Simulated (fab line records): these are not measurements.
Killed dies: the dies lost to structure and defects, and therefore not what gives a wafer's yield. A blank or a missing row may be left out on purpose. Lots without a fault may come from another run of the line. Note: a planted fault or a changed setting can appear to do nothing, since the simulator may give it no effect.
Problem report in the 8D (eight disciplines) form, filled by code || flow nand_harc || the parts of the form that need people (team, actions taken, sign-off) are left out

## 1. WHAT WENT WRONG
cd_nm at NHARC_A_CONTACT_CD_MEAS_69 reads a mean of 189.9 nm on 6 wafers of 2 lots; wafers without a fault read 200.3 nm with a standard deviation of 0.5. That puts it -21 standard deviations away from the usual mean.
The step: target cd 200 nm.
First seen on wafer L516.3, day 18 15:32, on cd_sem-01. At this step, 36 wafers from 12 lots have a number in the record. Rule for "out", or "out of limits": more than 4 standard deviations from the usual mean. Any other wafer with a number is counted as sound.

## 2. WHAT IT IS AND WHAT IT IS NOT
{"question": "which readings at this step", "is": "cd_nm", "is not": "-"}
{"question": "which lots", "is": "L516, L523", "is not": "L508, L510, L511, L512, L514, L515, L524, L525, L529, L531"}
{"question": "which wafers of those lots", "is": "all that have a number", "is not": "-"}
{"question": "read on which gauges", "is": "cd_sem-01, cd_sem-03", "is not": "cd_sem-02"}
{"question": "when", "is": "from day 18 15:32", "is not": "up to then (18 sound wafers); but 12 sound wafers of L524, L525, L529, L531 came after"}

## 3. THE SUSPECTS, EACH WITH WHAT RULES IT OUT
Counting: a tool at a process step up to the reading stays a suspect if it ran every lot that is out and no sound lot after the first of them.
- the gauge at NHARC_A_CONTACT_CD_MEAS_69 is ruled out. Those wafers that are out were read across 2 gauges (cd_sem-01, cd_sem-03).
- arfi_scanner-01 at NHARC_A_CONTACT_EXPOSE_66 (exposes mask A CC 2): kept. It processed each lot that is out, first L516 at day 18 15:24, and no sound lot thereafter; up to then, the last sound lot it processed was L511 at day 17 13:27. Its own readings are out on those wafers: exposure_dose_mJ_cm2.
After counting, what remains is arfi_scanner-01 at NHARC_A_CONTACT_EXPOSE_66.

## 4. THE CAUSE (what the simulator had put in)
Process parameters drifting: arfi_scanner-01 at NHARC_A_CONTACT_EXPOSE_66, beginning at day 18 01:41. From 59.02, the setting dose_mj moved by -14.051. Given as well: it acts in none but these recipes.
Only this tool survived the counting.

## 5. SEQUENCE OF EFFECTS, ordered by route
Each row: a reading where the mean over the struck wafers with a number is more than 3 standard deviations away from the usual. Readings are gone through only where the record gives a usual standard deviation; hours: the median, over the lots, of the time from a lot's start at the first step in this table giving one to that lot's start at this step; sigmas: the change measured in usual standard deviations.
{"hours": 0, "step": "NHARC_A_CONTACT_EXPOSE_66", "reading": "exposure_dose_mJ_cm2", "usual": 58.98, "on struck wafers": 46.29, "change": -12.69, "sigmas": "-99 or more"}
{"hours": 0, "step": "NHARC_A_CONTACT_CD_MEAS_69", "reading": "cd_nm", "usual": "200.3 nm", "on struck wafers": 189.9, "change": -10.4, "sigmas": -21}
Process steps it contains:
- NHARC_A_CONTACT_EXPOSE_66: exposes mask A CC 2.

## 6. WHAT WOULD HAVE CAUGHT IT SOONER
The first out-of-limits reading at a measuring or inspecting step in this record came at day 18 15:32, 14 hours after the fault's start at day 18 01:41.
Tool's own readings at NHARC_A_CONTACT_EXPOSE_66, exposure_dose_mJ_cm2: out on all struck wafers the step has rows for; an alarm limit on them would have tripped on the first.
L523, from the lots that are out (2), started NHARC_A_CONTACT_EXPOSE_66 on arfi_scanner-01 later than day 18 15:32. Holding the tool at that time would have saved it.
